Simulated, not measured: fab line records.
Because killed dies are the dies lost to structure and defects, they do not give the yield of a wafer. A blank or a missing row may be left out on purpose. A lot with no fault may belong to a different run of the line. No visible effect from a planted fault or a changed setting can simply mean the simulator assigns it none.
Which tool is to blame? | flow nand harc | 13 lots, 39 wafers sampled, at 2 steps of a route of 1159

## WHAT THE GAUGES READ, wafer by wafer
NHARC_A_M1_INSPECT_27. Usual: raw defect count reads 438 (standard deviation 130).
lot  | measured     | on                | raw defect count | flag
L325 | day 18 10:23 | defect inspect-01 | 593 288 493      |
L326 | day 18 20:14 | defect inspect-02 | 415 443 389      |
L327 | day 19 00:34 | defect inspect-01 | 484 464 491      |
L329 | day 19 14:29 | defect inspect-01 | 377 515 572      |
L331 | day 20 02:28 | defect inspect-02 | 373 473 301      |
L332 | day 21 00:47 | defect inspect-02 | 351 300 297      |
L337 | day 21 22:41 | defect inspect-01 | 416 690 546      |
L338 | day 22 06:53 | defect inspect-02 | 352 376 322      |
L342 | day 22 08:04 | defect inspect-01 | 359 503 450      |
L340 | day 22 15:14 | defect inspect-01 | 539 614 609      |
L341 | day 22 15:32 | defect inspect-01 | 495 1065 417     |
L343 | day 22 23:47 | defect inspect-02 | 633 370 503      |
L345 | day 23 12:14 | defect inspect-02 | 360 323 377      |

## WHAT TOOL EACH LOT RAN ON (gives the tool, then ch and the chambers of the sampled wafers, and finally the start)
lot  | NHARC_A_M1_PVD_21
L325 | pvd sputter-01, day 18 10:23 or earlier
L326 | pvd sputter-01, day 18 20:14 or earlier
L327 | pvd sputter-02, day 19 00:34 or earlier
L329 | pvd sputter-03, day 19 14:29 or earlier
L331 | pvd sputter-01, day 20 02:28 or earlier
L332 | pvd sputter-02, day 21 00:47 or earlier
L337 | pvd sputter-01, day 21 22:41 or earlier
L338 | pvd sputter-02, day 22 06:53 or earlier
L342 | pvd sputter-03, day 22 08:04 or earlier
L340 | pvd sputter-02, day 22 15:14 or earlier
L341 | pvd sputter-03, day 22 15:32 or earlier
L343 | pvd sputter-03, day 22 23:47 or earlier
L345 | pvd sputter-03, day 23 12:14 or earlier
- NHARC_A_M1_PVD_21: deposits Cu, target thk 30 nm, time 20.49 s.

## WHAT THE TOOLS THEMSELVES READ (means of the sampled wafers that have a number; where no wafer has one, the mark that the record gives instead)
NHARC_A_M1_PVD_21. Usual: throttle valve pct reads 29.3 % (standard deviation 0.63).
lot  | tool           | throttle valve pct (%) | flag
L325 | pvd sputter-01 | 29.6                   |
L326 | pvd sputter-01 | 28.8                   |
L327 | pvd sputter-02 | 29.7                   |
L329 | pvd sputter-03 | 29.1                   |
L331 | pvd sputter-01 | 29.5                   |
L332 | pvd sputter-02 | 29.0                   |
L337 | pvd sputter-01 | 29.5                   |
L338 | pvd sputter-02 | 29.3                   |
L342 | pvd sputter-03 | 29.2                   |
L340 | pvd sputter-02 | 29.1                   |
L341 | pvd sputter-03 | 29.0                   |
L343 | pvd sputter-03 | 28.7                   |
L345 | pvd sputter-03 | 29.4                   |

## THE ANSWER, worked out from the rows above alone
Rule: lot off if the mean of its wafers having a number is beyond 3 standard deviations from the usual mean. A lot without any number at a reading at which 4 lots or more have one is off too. The other lots that the step has rows for count as sound. The gauges are gone through in route order, then the tools' own readings, and for those a lot's mean is taken as printed above. At the first step where some lot is off, the reading lying furthest off is the one used; lots without a number count as furthest.
No lot is off on any of the readings shown, so nothing can be concluded from this.

## WHAT THE SIMULATOR HAD PUT IN
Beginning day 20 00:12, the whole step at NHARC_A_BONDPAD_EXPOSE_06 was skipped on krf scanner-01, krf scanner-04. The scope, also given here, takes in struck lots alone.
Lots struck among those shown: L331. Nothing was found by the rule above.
